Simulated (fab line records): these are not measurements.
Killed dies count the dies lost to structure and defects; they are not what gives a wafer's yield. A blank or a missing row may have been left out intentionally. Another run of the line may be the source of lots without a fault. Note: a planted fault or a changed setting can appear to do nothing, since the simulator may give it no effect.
What tool caused it? | flow nandHarc | 39 wafers from 13 lots sampled at 2 of the route's 1159 steps

## WHAT EACH GAUGE READ, for each wafer
NHARC_A_CONTACT_CD_MEAS_08: the cd target is 100 nm.
lot  | measured     | on       | cdNm (nm)
L357 | day 16 21:16 | cdSem-01 | 100.8 100.6 100.7
L358 | day 17 06:36 | cdSem-01 | 100.3 101.0 100.3
L359 | day 17 11:00 | cdSem-01 | 100.7 99.5 99.6
L361 | day 17 21:32 | cdSem-01 | 99.9 100.3 99.6
L362 | day 18 03:24 | cdSem-01 | 100.0 99.9 99.4
L363 | day 19 08:12 | cdSem-03 | 99.9 99.5 99.6
L370 | day 19 20:53 | cdSem-01 | 100.2 99.5 100.0
L372 | day 20 07:03 | cdSem-02 | 99.9 99.8 99.5
L374 | day 21 03:17 | cdSem-03 | 99.4 100.3 99.7
L375 | day 21 15:22 | cdSem-03 | 98.6 98.7 98.7
L377 | day 21 18:42 | cdSem-01 | 99.7 99.9 99.3
L378 | day 21 23:10 | cdSem-03 | 100.0 100.1 99.7
L379 | day 23 04:22 | cdSem-02 | 100.4 100.4 100.4

## WHAT TOOL EACH LOT RAN ON (gives the tool, then ch and the chambers of the sampled wafers, and finally the start)
lot  | NHARC_A_CONTACT_ETCH_132
L357 | harCapEtch-01 ch 1, day 16 14:34
L358 | harCapEtch-01 ch 0,1, day 17 02:38
L359 | harCapEtch-03 ch 0,1, day 17 05:35
L361 | harCapEtch-03 ch 1, day 17 16:44
L362 | harCapEtch-02 ch 0,1, day 17 22:58
L363 | harCapEtch-02 ch 0,1, day 19 04:05
L370 | harCapEtch-01 ch 0,1, day 19 14:58
L372 | harCapEtch-01 ch 0,1, day 20 03:00
L374 | harCapEtch-01 ch 0,1, day 20 20:43
L375 | harCapEtch-02 ch 0,1, day 21 08:53
L377 | harCapEtch-01 ch 0,1, day 21 14:43
L378 | harCapEtch-01 ch 0,1, day 21 19:20
L379 | harCapEtch-01 ch 0,1, day 23 00:08
- NHARC_A_CONTACT_ETCH_132: etches the open film in C4F8/O2/Ar, time 156 s, target depth 958 nm.

## AS READ BY THE TOOLS THEMSELVES (means over the sampled wafers that have a number; for cases with no such wafer, the mark the record gives instead)
The record holds no such reading with a usual standard deviation.

## THE ANSWER, worked out from the rows above alone
Rule: usual is defined by the lots themselves. The widest of any qualifying gaps counts: lots, ordered by their means at a reading, are off when they make up no more than a third of the lots, leave a main group of 4 or more, and stand apart from it by 3 or more times the standard deviation of that group's means. A main group is skipped when, at the precision printed for the reading in the tables above, its means are all equal. Also off: a lot with no number at a reading for which 4 or more lots have one. Any other lot the step has rows for is counted as sound. First the gauges in route order, then the tools' own readings, where a lot's mean is used as printed above. At the first step where some lot is off, the reading lying furthest off is the one used; lots without a number count as furthest.
No lot is off on any of the readings shown, so nothing can be concluded from this.

## WHAT WAS PUT IN BY THE SIMULATOR
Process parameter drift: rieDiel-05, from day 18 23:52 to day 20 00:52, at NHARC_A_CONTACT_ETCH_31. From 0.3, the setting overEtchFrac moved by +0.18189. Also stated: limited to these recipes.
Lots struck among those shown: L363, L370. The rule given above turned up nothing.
